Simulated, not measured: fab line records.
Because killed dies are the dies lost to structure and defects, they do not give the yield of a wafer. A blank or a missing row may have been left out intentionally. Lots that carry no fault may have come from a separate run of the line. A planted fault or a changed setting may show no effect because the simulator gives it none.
Which tool is to blame? + flow nand_harc + 36 wafers from 12 lots sampled at 2 of the route's 1302 steps

WHAT THE GAUGES SHOWED, per wafer
NHARC_A_CONTACT_INSPECT_44.
| lot  | measured     | on                | raw_defect_count |
|------|--------------|-------------------|------------------|
| L075 | day 21 21:04 | defect_inspect-01 | 20 16 23         |
| L079 | day 22 22:16 | defect_inspect-01 | 125 88 105       |
| L078 | day 23 05:45 | defect_inspect-01 | 62 73 69         |
| L081 | day 24 06:07 | defect_inspect-01 | 105 104 105      |
| L083 | day 25 00:17 | defect_inspect-01 | 27 31 26         |
| L084 | day 25 15:58 | defect_inspect-01 | 91 83 98         |
| L087 | day 26 20:46 | defect_inspect-02 | 24 19 34         |
| L088 | day 27 12:27 | defect_inspect-02 | 59 77 82         |
| L091 | day 28 21:02 | defect_inspect-02 | 73 80 85         |
| L092 | day 29 02:44 | defect_inspect-02 | 101 113 111      |
| L095 | day 30 08:43 | defect_inspect-01 | 72 81 77         |
| L096 | day 31 22:24 | defect_inspect-01 | 105 87 91        |

TOOL THAT RAN EACH LOT (tool first, then ch and the chambers of the sampled wafers, then the start)
| lot  | NHARC_A_CONTACT_DEP_29          |
|------|---------------------------------|
| L075 | pecvd-03 ch 0,1,2, day 21 20:13 |
| L079 | pecvd-04 ch 0,2, day 22 21:25   |
| L078 | pecvd-04 ch 1,2, day 23 04:55   |
| L081 | pecvd-01 ch 1,2, day 24 05:26   |
| L083 | pecvd-03 ch 0,1, day 24 23:37   |
| L084 | pecvd-04 ch 0,2, day 25 15:08   |
| L087 | pecvd-03 ch 0,1,2, day 26 20:03 |
| L088 | pecvd-01 ch 0,1,2, day 27 11:47 |
| L091 | pecvd-03 ch 0,1,2, day 28 20:16 |
| L092 | pecvd-03 ch 0,1,2, day 29 02:00 |
| L095 | pecvd-01 ch 0,1,2, day 30 07:59 |
| L096 | pecvd-01 ch 0,1,2, day 31 21:34 |
- NHARC_A_CONTACT_DEP_29: deposits SiON, target thk 100 nm.

THE ANSWER, worked out from the rows above alone
Rule: the usual values come from the lots themselves. Put in order of their means at a reading, lots are off if they are a third of the lots or fewer, leave a main group of 4 or more, and stand apart from it by a gap of 3 or more times the standard deviation of the main group's means; of several such gaps the widest counts. If all means in a main group match to the digits the tables above print for the reading, that group is not used. Also off: a lot with no number at a reading for which 4 or more lots have one. All remaining lots with rows at the step are treated as sound.
Nothing can be told from this: no lot is off at any reading shown.

WHAT THE SIMULATOR HAD INSERTED
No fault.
